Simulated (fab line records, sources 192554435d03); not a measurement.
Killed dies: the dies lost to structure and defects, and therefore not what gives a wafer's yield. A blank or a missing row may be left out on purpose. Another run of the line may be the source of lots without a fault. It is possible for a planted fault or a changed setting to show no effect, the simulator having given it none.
fab line records	flow n5Finfet
[record] lots = 5	wafers = 13	lastDay = 20
route steps=1938 shown BEOL_M0_SAQP@664 BEOL_M0_CUTY@701 BEOL_M4@1111 PASSIVATION@1936
lots untouched by any fault: they come from a run of this same line in which no faults occurred
startH: start of the lot's first displayed wafer, in hours after the record's first day	waitH: how many hours have passed since the lot's step before this one	" repeats the value in the row above	L1.1+2: one row covering several wafers at once	- value missing, or start not given	* or withheld: withheld	< > ~ a bound
route shown NAME@n: NAME is a module with steps in the file, n the number in the route of the first one	usual: mean/standard deviation of fault-free wafers	same: alike in all rows	chamber/n: place in a boat	sites: readings site by site	_std_site: standard deviation of those values	_edge_site: outer sites' mean less inner sites'	radiusMm: how far each site lies from the wafer's centre	mask NAME#n: copy n	behind: tool/chamber where the wafer was last shaped	hold: cause of the lot's hold/its duration in hours/its outcome	device: names the non-switching transistor (n, p or np)	end of line: tests of these same wafers at the route's end	a step given without rows: its recipe and nothing more	killed: count of dies lost to structure and defects at first sort (not the wafer's yield)	map: a wafer's dies, marking killed ones x, the rest . and places with no die _
set.NAME: the setting the step ran with; set.NAME@STEP: the setting that earlier step ran with	model.NAME: the simulator's own value behind a step, which no gauge read
lots seen at some steps along the route; tables by step, rows by wafer
services: a tool's chamber out of use, with start hour (startH, from the record's first day; less than 0 if before it), hours out, and reason
[[steps]]
[step N5_BEOL_M0_SAQP_SPACER1_ETCHBACK_99]
[recipe] chemistry = CHF3/O2	mode = anisotropicEtchback	target = SiO2	targetDepthA = 154	timeS = 7.7	pressureMtorr = 30	sourceW = 650	biasW = 170	Ar_flow_sccm = 200	CHF3_flow_sccm = 50	O2_flow_sccm = 5	ionEnergyEv = 200
[step N5_BEOL_M0_SAQP_MANDREL1_REMOVE_100]
[recipe] chemistry = HBr/Cl2/O2	btTimeS = 10	target = a-Si	stopOn = SiNx	endpoint = OES-SiCl	overEtchFrac = 0.85	icpW = 600	biasW = 30	HBr_flow_sccm = 150	Cl2_flow_sccm = 80	O2_flow_sccm = 5	pressureMtorr = 10
[step N5_BEOL_M0_SAQP_ETCH_101]
[recipe] chemistry = CH3F/O2	target = SiNx	maskMaterial = SiO2	targetDepthA = 299	timeS = 42.7	pressureMtorr = 30	sourceW = 395	biasW = 73	Ar_flow_sccm = 150	CH3F_flow_sccm = 30	O2_flow_sccm = 20	ionEnergyEv = 120
[step N5_BEOL_M0_SAQP_ETCH_102]
[recipe] chemistry = CF4	target = SiO2	targetDepthA = 40	ionEnergyEv = 350	timeS = 4.4	pressureMtorr = 10	icpW = 800	biasW = 400	cf4FlowSccm = 80
[step N5_BEOL_M0_SAQP_MANDREL_ETCH_103]
[recipe] chemistry = HBr/Cl2	target = a-Si	targetDepthA = 450	btTimeS = 10	stopOn = SiCN	maskMaterial = SiO2	overEtchFrac = 0.8	timeS = 27	pressureMtorr = 10	icpW = 800	biasW = 75	HBr_flow_sccm = 150	Cl2_flow_sccm = 80	ends = endPoint
[step N5_BEOL_M0_SAQP_RECESS_104]
[recipe] chemistry = HF/NH3	target = SiO2	targetDepthA = 180	afsCycles = 3	tempC = 30	sublimationTempC = 180	sublimationTimeS = 60
[step N5_BEOL_M0_SAQP_COAT_105]
[recipe] resist = SOC	tempC = 250	timeS = 60	spinRpm = 1500	resistThkNm = 100
[step N5_BEOL_M0_SAQP_ETCH_106]
[recipe] chemistry = N2/H2	target = SOC	targetDepthA = 1500	stopOn = SiNx	ionEnergyEv = 100	biasW = 61	pressureMtorr = 30	sourceW = 850	n2FlowSccm = 200	h2FlowSccm = 200
[step N5_BEOL_M0_SAQP_ETCH_107]
[recipe] chemistry = CH3F/O2	target = SiNx	targetDepthA = 300	maskMaterial = SOC	pressureMtorr = 30	sourceW = 395	biasW = 73	Ar_flow_sccm = 150	CH3F_flow_sccm = 30	O2_flow_sccm = 20	ionEnergyEv = 120
[step N5_BEOL_M0_SAQP_STRIP_108]
[recipe] chemistry = N2/H2	powerW = 500	tempC = 40	pressureMtorr = 50	rfFrequencyHz = 6e+07	overashFraction = 0.3	biasPowerW = 28	h2Frac = 0.5	n2FlowSccm = 300	h2FlowSccm = 300
[step N5_BEOL_M0_SAQP_RECESS_109]
[recipe] chemistry = HF/NH3	target = SiO2	targetDepthA = 30	afsCycles = 1	tempC = 30	sublimationTempC = 180	sublimationTimeS = 60
[step N5_BEOL_M0_SAQP_SPACER2_ALD_26]
[recipe] material = SiO2	targetThkA = 150	tempC = 300	aldPrecursorFamily = BDEAS	aldCoReactant = O2-plasma	pulseTimeS = 1	purgeTimeS = 2	coReactantPurgeTimeS = 2	pressureTorr = 2
[usual] heaterPowerW = 474/35	precursorPulseHeightRel = 0.999/0.021	susceptorTempC = 300.01/0.19
lot.wafer	tool	chamber	startH	waitH	heaterPowerW	precursorPulseHeightRel	susceptorTempC	model.SiO2_of_BEOL_M0_SAQP_SPACER2_ALD_26.thkNm
L170.1	aldSin-03	0	183.58	0.1	478	0.990	300.02	15
L170.3	"	3	"	"	512	1.022	299.73	15
L170.5	"	1	"	"	462	1.005	299.84	15.2
L173.2	aldSin-03	0	206.83	1.5	472	0.994	300.27	6.4
L173.6	"	2	"	"	499	1.015	300.17	15
L175.3	aldSin-03	3	219.71	0.1	517	0.991	300.14	6.2
L175.6	"	1	"	"	455	0.976	299.69	15
L178.3	aldSin-03	0	240.03	0.1	475	0.996	300.09	6.4
L178.5	"	1	"	"	452	1.039	299.83	15
L178.6	"	2	"	"	488	0.959	300.14	15
L181.3	aldSin-04	2	259.14	0.3	398	0.994	300.08	15
L181.4	"	3	"	"	447	1.006	299.81	15
L181.5	"	1	"	"	420	0.990	299.94	15
[step N5_BEOL_M0_SAQP_SPACER2_ETCHBACK_27]
[recipe] chemistry = CHF3/O2	mode = anisotropicEtchback	target = SiO2	targetDepthA = 225	timeS = 11.25	pressureMtorr = 30	sourceW = 650	biasW = 170	Ar_flow_sccm = 200	CHF3_flow_sccm = 50	O2_flow_sccm = 5	ionEnergyEv = 200
[step N5_BEOL_M0_SAQP_MANDREL2_REMOVE_110]
[recipe] chemistry = HBr/Cl2/O2	btTimeS = 10	target = a-Si	stopOn = SiCN	endpoint = OES-SiCl	overEtchFrac = 1	icpW = 600	biasW = 30	HBr_flow_sccm = 150	Cl2_flow_sccm = 80	O2_flow_sccm = 5	pressureMtorr = 10
[usual] drypumpMotorCurrentA = 5.9/0.36	heBacksideLeakSccm = 2.65/0.28	oes_o_777_au = 1.00/0.035	oesProductAu = 1.001/0.015	throttleValvePct = 36.7/0.35
lot.wafer	tool	chamber	startH	waitH	drypumpMotorCurrentA	heBacksideLeakSccm	oes_o_777_au	oesProductAu	rfHoursCounterH	throttleValvePct	model.BEOL_M0_SAQP.cdNm	model.SiO2_of_BEOL_M0_SAQP_SPACER2_ALD_26.thkNm
L170.1	rieSi-02	0	184.22	0.1	5.8	2.85	1.06	1.041	105	36.2	15	10.6
L170.3	"	1	"	"	6.5	2.21	1.01	1.016	28	36.4	15.2	10.6
L170.5	"	1	"	"	6.6	2.42	1.02	1.012	-	36.4	15.2	10.6
L173.2	rieSi-03	3	207.47	0.1	5.2	2.58	0.97	0.984	39	36.6	6.4	2.8
L173.6	"	3	"	"	5.2	2.53	0.97	0.984	-	36.6	15	10.6
L175.3	rieSi-02	0	220.50	0.1	5.8	3.06	1.06	1.025	106	36.2	6.4	2.8
L175.6	"	1	"	"	6.6	2.33	1.00	1.011	-	36.4	15	10.6
L178.3	rieSi-04	1	240.67	0.1	5.9	3.31	1.04	1.002	118	37.3	6.4	2.8
L178.5	"	3	"	"	5.8	2.70	0.94	0.980	-	36.9	15	10.6
L178.6	"	2	"	"	6.3	2.75	1.00	1.003	-	36.4	15	10.6
L181.3	rieSi-04	3	259.91	0.1	5.8	2.77	0.95	0.984	66	36.9	15	10.6
L181.4	"	1	"	"	5.9	3.22	1.04	1.008	118	37.3	15	10.6
L181.5	"	2	"	"	6.3	2.74	0.99	0.998	-	36.4	14.8	10.6
[step N5_BEOL_M0_SAQP_CD_MEAS_29]
[recipe] targetCdNm = 14.4	landingEnergyEv = 1000	detector = seInlens
[usual] cdNm = 15.01/0.21
[same] landingEnergyEv = 1000
lot.wafer	tool	chamber	startH	waitH	cdNm
L170.1	cdSem-02	0	184.33	0.1	15.12
L170.3	"	0	"	"	15.14
L170.5	"	0	"	"	15.28
L173.2	cdSem-02	0	207.58	0.1	6.01
L173.6	"	0	"	"	15.00
L175.3	cdSem-03	0	220.62	0.1	6.52
L175.6	"	0	"	"	15.01
L178.3	cdSem-03	0	240.78	0.1	6.70
L178.5	"	0	"	"	15.08
L178.6	"	0	"	"	15.02
L181.3	cdSem-01	0	260.02	0.1	14.83
L181.4	"	0	"	"	15.17
L181.5	"	0	"	"	15.36
[step N5_BEOL_M0_SAQP_COAT_69]
[recipe] resist = SOC	tempC = 250	timeS = 60	spinRpm = 1500	resistThkNm = 90
[step N5_BEOL_M0_SAQP_COAT_72]
[recipe] resist = SiARC	tempC = 220	timeS = 60	spinRpm = 1500	resistThkNm = 15
[step N5_BEOL_M0_SAQP_COAT_87]
[recipe] resist = underlayer	tempC = 205	timeS = 60	spinRpm = 1500	resistThkNm = 5
[step N5_BEOL_M0_SAQP_COAT_34]
[recipe] resist = CAR-EUV	spinRpm = 1500	resistThkNm = 30
[step N5_BEOL_M0_SAQP_EBR_36]
[recipe] solvent = PGMEA	ebrWidthMm = 1.5
[step N5_BEOL_M0_SAQP_SOFTBAKE_35]
[recipe] tempC = 110	timeS = 60	resist = CAR-EUV
[step N5_BEOL_M0_SAQP_EXPOSE_37]
[recipe] maskId = M0_CUT1	na = 0.33	sourceShape = annular	sigmaInner = 0.35	sigmaOuter = 0.8	polarization = unpolarized	targetCdNm = 30	doseMj = 44.75
[step N5_BEOL_M0_SAQP_PEB_38]
[recipe] pebTempC = 100	pebTimeS = 60	resist = CAR-EUV
[step N5_BEOL_M0_SAQP_DEVELOP_39]
[recipe] developTimeS = 30	developer = TMAH	resist = CAR-EUV	rinseLiquid = surfactantRinse	dry = airSpin	devTempC = 23
[step N5_BEOL_M0_SAQP_DESCUM_45]
[recipe] chemistry = O2	timeS = 7	sourcePowerW = 50	biasPowerW = 20	pressureMtorr = 20	rfFrequencyHz = 2.712e+07	tempC = 40	resist = CAR-EUV	o2FlowSccm = 225
[step N5_BEOL_M0_SAQP_ETCH_88]
[recipe] chemistry = N2/H2	target = underlayer	targetDepthA = 65	timeS = 5.2	ionEnergyEv = 200	maskMaterial = CAR-EUV	pressureMtorr = 30	sourceW = 840	biasW = 150	n2FlowSccm = 200	h2FlowSccm = 200	ends = cleared
[step N5_BEOL_M0_SAQP_ETCH_73]
[recipe] chemistry = CF4	target = SiARC	targetDepthA = 195	maskMaterial = CAR-EUV	timeS = 32.5	ionEnergyEv = 80	pressureMtorr = 40	sourceW = 545	biasW = 36	Ar_flow_sccm = 100	cf4FlowSccm = 100	ends = cleared
[step N5_BEOL_M0_SAQP_CUT_ETCH_46]
[recipe] chemistry = N2/H2	target = SOC	targetDepthA = 1350	overetchA = 270	tempC = 40	timeS = 202.5	ionEnergyEv = 200	maskMaterial = SiARC	pressureMtorr = 30	sourceW = 840	biasW = 150	n2FlowSccm = 200	h2FlowSccm = 200
[step N5_BEOL_M0_SAQP_STRIP_74]
[recipe] chemistry = N2/H2	tempC = 40	n2FlowSccm = 200	h2FlowSccm = 200	rfFrequencyHz = 6e+07
[step N5_BEOL_M0_SAQP_STRIP_89]
[recipe] chemistry = N2/H2	tempC = 40	n2FlowSccm = 200	h2FlowSccm = 200	rfFrequencyHz = 6e+07
[step N5_BEOL_M0_SAQP_ALD_48]
[recipe] material = SiO2	targetThkA = 200	tempC = 100	aldPrecursorFamily = BDEAS	aldCoReactant = O2-plasma	pulseTimeS = 1	coReactantPulseTimeS = 1	purgeTimeS = 2	coReactantPurgeTimeS = 2	aldCycles = 139	pressureTorr = 2
[step N5_BEOL_M0_SAQP_ETCH_49]
[recipe] chemistry = CF4/O2	targetDepthA = 370	target = SiO2	pressureMtorr = 40	sourceW = 535	biasW = 49	Ar_flow_sccm = 100	cf4FlowSccm = 100	O2_flow_sccm = 10	ionEnergyEv = 100
[step N5_BEOL_M0_SAQP_STRIP_75]
[recipe] chemistry = CF4	resist = SiARC	powerW = 300	biasPowerW = 75	pressureMtorr = 50	cf4FlowSccm = 150	rfFrequencyHz = 6e+07
[step N5_BEOL_M0_CUTY_COAT_50]
[recipe] resist = SiARC	tempC = 220	timeS = 60	spinRpm = 1500	resistThkNm = 15
[step N5_BEOL_M0_CUTY_COAT_51]
[recipe] resist = CAR-ArF-block	spinRpm = 1500	resistThkNm = 150
[step N5_BEOL_M0_CUTY_EBR_52]
[recipe] solvent = PGMEA	ebrWidthMm = 1.5
[step N5_BEOL_M0_CUTY_SOFTBAKE_53]
[recipe] tempC = 110	timeS = 60	resist = CAR-ArF-block
[step N5_BEOL_M0_CUTY_EXPOSE_54]
[recipe] maskId = M0_ABLK	na = 1.35	sourceShape = conventional	sigmaOuter = 0.8	polarization = unpolarized	doseMj = 36
[step N5_BEOL_M4_RC_MEAS_101]
[usual] DIBL_N = 35.9/1.2	DIBL_P = 35.9/1.4	IOFF_N = 0.149/0.02	IOFF_P = 0.205/0.022	ION_N = 671/8.8	ION_P = 461/5.9	SS_N = 71.4/0.51	SS_P = 73.2/0.56	VT_N = 250.6/2.5	VT_P = -250.1/2.3
lot.wafer	tool	chamber	startH	waitH	DIBL_N[mV/V]	DIBL_P[mV/V]	IOFF_N[nA/um]	IOFF_P[nA/um]	ION_N[uA/um]	ION_P[uA/um]	SS_N[mV/dec]	SS_P[mV/dec]	VT_N[mV]	VT_P[mV]
L170.1	prober-02	0	269.15	0.0	37.6	35.5	0.148	0.225	663	461	71.2	72.8	248.3	-250.1
L170.3	"	0	"	"	35.6	32.9	0.119	0.185	654	460	70.3	72.2	252.7	-252.9
L170.5	"	0	"	"	36.2	34.1	0.125	0.201	661	463	70.9	72.0	254.0	-249.6
L173.6	prober-01	0	288.72	0.8	36.6	37.1	0.173	0.212	675	462	71.8	73.0	247.6	-250.0
L175.6	prober-01	0	298.30	0.8	37.1	38.1	0.167	0.211	686	461	71.9	74.2	247.8	-248.8
L178.5	prober-02	0	331.26	0.6	37.3	37.1	0.175	0.231	689	475	71.8	73.5	244.6	-248.9
L178.6	"	0	"	"	36.9	36.3	0.155	0.206	675	459	71.9	73.7	251.0	-249.2
L181.3	prober-02	0	360.97	0.3	35.1	33.7	0.132	0.213	670	469	69.9	73.1	251.8	-249.2
L181.4	"	0	"	"	36.7	34.9	0.156	0.219	671	465	71.5	73.6	250.8	-249.6
L181.5	"	0	"	"	36.8	35.1	0.156	0.229	674	469	71.0	73.7	250.4	-248.8
[step N5_PASSIVATION_PROBE_49]
[usual] defectLimitedYield = 91.1/1.4	killed_at_M0_to_M3 = 34/10	killed_at_M4_up = 14/5.5	killedAtContacts = 12/5.1	killedAtFrontEnd = 41/12	killedAtOther = 4/3.1	killedDies = 105/17	killedOnRim = 13/3.7	killedOpen = 70/13	killedShort = 33/7.6	sort_bin_5_function = 5.3/0.98	sort_bin_6_memory = 3.3/0.67	sortNPass = 1075/17	sortYieldPct = 91.1/1.4
[same] grossDies = 1180	killedAtBackSide = 0	sort_bin_4_leakage[%] = 0	sort_bin_8_speed[%] = 0
lot.wafer	tool	chamber	startH	waitH	defectLimitedYield[%]	killed_at_M0_to_M3	killed_at_M4_up	killedAtContacts	killedAtFrontEnd	killedAtOther	killedDies	killedOnRim	killedOpen	killedShort	sort_bin_5_function[%]	sort_bin_6_memory[%]	sortNPass	sortYieldPct[%]
L173.2	prober-02	-	392.74	0.1	0	1104	20	18	35	3	1180	152	72	46	6.5	3.3	0	0
L175.3	prober-01	-	409.03	0.1	0	1103	18	19	38	2	1180	152	65	45	6.3	2.8	0	0
L175.6	prober-01	-	409.18	0.3	93.1	18	13	5	40	6	82	8	50	31	4.5	2.2	1098	93.1
L178.3	prober-02	-	437.73	0.1	0	1109	6	12	52	1	1180	152	59	33	5.3	2.4	0	0
// killed by level:class
L173.2 BEOL_M0_SAQP:areaAld=1059 MOL_CONTACT_COAG:geometricParticle:open=14 BEOL_M2:geometricParticle:open=13 BEOL_M4:geometricParticle:short=9 FIN_SAQP:geometricParticle:open=8 BEOL_M0_SAQP:geometricParticle:short=8 BEOL_M0_SAQP:geometricParticle:open=8 STI_FIN_REVEAL:geometricParticle:open=7
L175.3 BEOL_M0_SAQP:areaAld=1069 MOL_CONTACT_COAG:geometricParticle:open=15 BEOL_M0_SAQP:geometricParticle:short=10 STI_FIN_REVEAL:geometricParticle:open=7 BEOL_M4:geometricParticle:open=7 BEOL_M0_SAQP:geometricParticle:open=6 FIN_SAQP:geometricParticle:short=5 FIN_CUT:geometricParticle:short=5
L175.6 STI_FIN_REVEAL:geometricParticle:open=15 FIN_SAQP:geometricParticle:short=7 BEOL_M0_SAQP:geometricParticle:short=5 BEOL_M0_SAQP:geometricParticle:open=5 GATE_CUT:geometricParticle:short=4 MOL_CONTACT_COAG:geometricParticle:short=4 BEOL_M5:geometricParticle:open=4 DUMMY_GATE:geometricParticle:open=3
L178.3 BEOL_M0_SAQP:areaAld=1087 FIN_SAQP:geometricParticle:open=17 FIN_SAQP:geometricParticle:short=13 MOL_CONTACT_COAG:geometricParticle:open=9 STI_FIN_REVEAL:geometricParticle:open=6 BEOL_M1:geometricParticle:open=6 DUMMY_GATE:geometricParticle:open=5 BEOL_M0_SAQP:geometricParticle:short=4
// map L173.2 (x killed, . not)
_________________xxxxxxxxxxxx________________
______________xxxxxxxxxxxxxxxxxx_____________
___________xxxxxxxxxxxxxxxxxxxxxxxx__________
__________xxxxxxxxxxxxxxxxxxxxxxxxxx_________
________xxxxxxxxxxxxxxxxxxxxxxxxxxxxxx_______
_______xxxxxxxxxxxxxxxxxxxxxxxxxxxxxxxx______
______xxxxxxxxxxxxxxxxxxxxxxxxxxxxxxxxxx_____
_____xxxxxxxxxxxxxxxxxxxxxxxxxxxxxxxxxxxx____
____xxxxxxxxxxxxxxxxxxxxxxxxxxxxxxxxxxxxxx___
___xxxxxxxxxxxxxxxxxxxxxxxxxxxxxxxxxxxxxxxx__
___xxxxxxxxxxxxxxxxxxxxxxxxxxxxxxxxxxxxxxxx__
__xxxxxxxxxxxxxxxxxxxxxxxxxxxxxxxxxxxxxxxxxx_
__xxxxxxxxxxxxxxxxxxxxxxxxxxxxxxxxxxxxxxxxxx_
_xxxxxxxxxxxxxxxxxxxxxxxxxxxxxxxxxxxxxxxxxxxx
_xxxxxxxxxxxxxxxxxxxxxxxxxxxxxxxxxxxxxxxxxxxx
_xxxxxxxxxxxxxxxxxxxxxxxxxxxxxxxxxxxxxxxxxxxx
_xxxxxxxxxxxxxxxxxxxxxxxxxxxxxxxxxxxxxxxxxxxx
_xxxxxxxxxxxxxxxxxxxxxxxxxxxxxxxxxxxxxxxxxxxx
_xxxxxxxxxxxxxxxxxxxxxxxxxxxxxxxxxxxxxxxxxxxx
_xxxxxxxxxxxxxxxxxxxxxxxxxxxxxxxxxxxxxxxxxxxx
_xxxxxxxxxxxxxxxxxxxxxxxxxxxxxxxxxxxxxxxxxxxx
__xxxxxxxxxxxxxxxxxxxxxxxxxxxxxxxxxxxxxxxxxx_
__xxxxxxxxxxxxxxxxxxxxxxxxxxxxxxxxxxxxxxxxxx_
___xxxxxxxxxxxxxxxxxxxxxxxxxxxxxxxxxxxxxxxx__
___xxxxxxxxxxxxxxxxxxxxxxxxxxxxxxxxxxxxxxxx__
____xxxxxxxxxxxxxxxxxxxxxxxxxxxxxxxxxxxxxx___
_____xxxxxxxxxxxxxxxxxxxxxxxxxxxxxxxxxxxx____
______xxxxxxxxxxxxxxxxxxxxxxxxxxxxxxxxxx_____
_______xxxxxxxxxxxxxxxxxxxxxxxxxxxxxxxx______
________xxxxxxxxxxxxxxxxxxxxxxxxxxxxxx_______
__________xxxxxxxxxxxxxxxxxxxxxxxxxx_________
___________xxxxxxxxxxxxxxxxxxxxxxxx__________
______________xxxxxxxxxxxxxxxxxx_____________
_________________xxxxxxxxxxxx________________
// map L175.3 (x killed, . not)
_________________xxxxxxxxxxxx________________
______________xxxxxxxxxxxxxxxxxx_____________
___________xxxxxxxxxxxxxxxxxxxxxxxx__________
__________xxxxxxxxxxxxxxxxxxxxxxxxxx_________
________xxxxxxxxxxxxxxxxxxxxxxxxxxxxxx_______
_______xxxxxxxxxxxxxxxxxxxxxxxxxxxxxxxx______
______xxxxxxxxxxxxxxxxxxxxxxxxxxxxxxxxxx_____
_____xxxxxxxxxxxxxxxxxxxxxxxxxxxxxxxxxxxx____
____xxxxxxxxxxxxxxxxxxxxxxxxxxxxxxxxxxxxxx___
___xxxxxxxxxxxxxxxxxxxxxxxxxxxxxxxxxxxxxxxx__
___xxxxxxxxxxxxxxxxxxxxxxxxxxxxxxxxxxxxxxxx__
__xxxxxxxxxxxxxxxxxxxxxxxxxxxxxxxxxxxxxxxxxx_
__xxxxxxxxxxxxxxxxxxxxxxxxxxxxxxxxxxxxxxxxxx_
_xxxxxxxxxxxxxxxxxxxxxxxxxxxxxxxxxxxxxxxxxxxx
_xxxxxxxxxxxxxxxxxxxxxxxxxxxxxxxxxxxxxxxxxxxx
_xxxxxxxxxxxxxxxxxxxxxxxxxxxxxxxxxxxxxxxxxxxx
_xxxxxxxxxxxxxxxxxxxxxxxxxxxxxxxxxxxxxxxxxxxx
_xxxxxxxxxxxxxxxxxxxxxxxxxxxxxxxxxxxxxxxxxxxx
_xxxxxxxxxxxxxxxxxxxxxxxxxxxxxxxxxxxxxxxxxxxx
_xxxxxxxxxxxxxxxxxxxxxxxxxxxxxxxxxxxxxxxxxxxx
_xxxxxxxxxxxxxxxxxxxxxxxxxxxxxxxxxxxxxxxxxxxx
__xxxxxxxxxxxxxxxxxxxxxxxxxxxxxxxxxxxxxxxxxx_
__xxxxxxxxxxxxxxxxxxxxxxxxxxxxxxxxxxxxxxxxxx_
___xxxxxxxxxxxxxxxxxxxxxxxxxxxxxxxxxxxxxxxx__
___xxxxxxxxxxxxxxxxxxxxxxxxxxxxxxxxxxxxxxxx__
____xxxxxxxxxxxxxxxxxxxxxxxxxxxxxxxxxxxxxx___
_____xxxxxxxxxxxxxxxxxxxxxxxxxxxxxxxxxxxx____
______xxxxxxxxxxxxxxxxxxxxxxxxxxxxxxxxxx_____
_______xxxxxxxxxxxxxxxxxxxxxxxxxxxxxxxx______
________xxxxxxxxxxxxxxxxxxxxxxxxxxxxxx_______
__________xxxxxxxxxxxxxxxxxxxxxxxxxx_________
___________xxxxxxxxxxxxxxxxxxxxxxxx__________
______________xxxxxxxxxxxxxxxxxx_____________
_________________xxxxxxxxxxxx________________
[[services]]
tool	chamber	startH	hours	kind
aldSin-04	-	174.53	2.8	pm
rieSi-04	-	178.23	15.6	pm
rieSi-03	0	180.18	-	clean
rieSi-03	0	180.18	17.9	scheduledDown
rieSi-03	0	180.18	17.9	ventCycle
aldSin-03	2	183.02	6.6	repair
aldSin-04	0	191.28	-	clean
aldSin-04	1	191.28	-	clean
aldSin-04	2	191.28	-	clean
aldSin-04	3	191.28	-	clean
rieSi-04	0	195.95	7.9	repair
rieSi-02	-	196.96	0.4	repair
rieSi-02	2	224.00	-	clean
rieSi-02	2	224.00	25.6	scheduledDown
rieSi-02	2	224.00	25.6	ventCycle
rieSi-03	2	236.27	20.9	repair
aldSin-04	-	237.41	0.4	repair
rieSi-02	3	241.80	4.4	repair
rieSi-02	-	246.94	1.8	repair
[[key]]
[firstSign] step = N5_BEOL_M0_SAQP_CD_MEAS_29	reading = cdNm	direction = down	sigmas = 40	usual = 15.01	struck = 6.41
[effect] step = N5_PASSIVATION_PROBE_49	reading = killed_at_M0_to_M3	direction = up	sigmas = 99+	usual = 34	struck = 1105
[modelEffect] step = N5_BEOL_M0_SAQP_SPACER2_ALD_26	value = SiO2_of_BEOL_M0_SAQP_SPACER2_ALD_26.thkNm	without = 15.07	struck = 6.333
[modelEffect] step = N5_BEOL_M0_SAQP_MANDREL2_REMOVE_110	value = BEOL_M0_SAQP.cdNm	without = 15.07	struck = 6.4
[moreKillsBornAt] N5_BEOL_M0_SAQP_SPACER2_ALD_26@aldSin-03 = 3215
metAt N5_BEOL_M0_SAQP_SPACER2_ALD_26
struckWafers L173.2,L175.3,L178.3
laterRowsLeftOut L173.2,L175.3,L178.3
onsetBetween 183.58 206.83
[fault] kind = processParameterDrift	tool = aldSin-03	chamber = -	onsetH = 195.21	steps = N5_BEOL_M0_SAQP_SPACER2_ALD_26	channel = targetThkA	offset = *	shape = step	endH = 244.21	scope = struckWafersOnly	actsIn = *	stated = *
// laterRowsLeftOut: the simulator's readings of these wafers behind a module that went badly wrong aren't trusted and aren't shown, but for the sort
